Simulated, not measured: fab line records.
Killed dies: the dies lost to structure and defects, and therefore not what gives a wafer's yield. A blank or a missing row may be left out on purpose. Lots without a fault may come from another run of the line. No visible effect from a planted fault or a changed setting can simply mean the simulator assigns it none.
Which tool is to blame? | flow nandHarc | at 1 step of a route of 1159, 6 lots with 18 wafers sampled

WHAT EACH GAUGE READ, for each wafer
NHARC_A_SLIT_OVL_MEAS_10.
lot  | measured     | on         | overlayXNm (nm)
L334 | day 14 21:07 | overlay-01 | 0.4 0.9 0.8
L341 | day 16 21:37 | overlay-02 | 1.9 1.7 1.6
L344 | day 17 21:19 | overlay-01 | -1.3 -1.1 -1.6
L343 | day 18 15:48 | overlay-01 | -0.2 -1.2 -0.7
L347 | day 18 23:54 | overlay-02 | 0.9 1.1 1.7
L352 | day 19 10:57 | overlay-02 | 0.1 -0.2 -0.2

EACH LOT AND THE TOOL THAT RAN IT (in order: tool; ch and the chambers of the sampled wafers; start)
There is no process step in the record ahead of these readings.

THE ANSWER, worked out from the rows above alone
Rule: the lots themselves supply what counts as usual. The widest of any qualifying gaps counts: lots, ordered by their means at a reading, are off when they make up no more than a third of the lots, leave a main group of 4 or more, and stand apart from it by 3 or more times the standard deviation of that group's means. The tables above print the reading to a certain number of digits; a main group whose means all agree to those digits is not used. Also off: a lot with no number at a reading for which 4 or more lots have one. The other lots that the step has rows for count as sound.
No lot is off on any of the readings shown, so nothing can be concluded from this.

WHAT THE SIMULATOR PUT IN
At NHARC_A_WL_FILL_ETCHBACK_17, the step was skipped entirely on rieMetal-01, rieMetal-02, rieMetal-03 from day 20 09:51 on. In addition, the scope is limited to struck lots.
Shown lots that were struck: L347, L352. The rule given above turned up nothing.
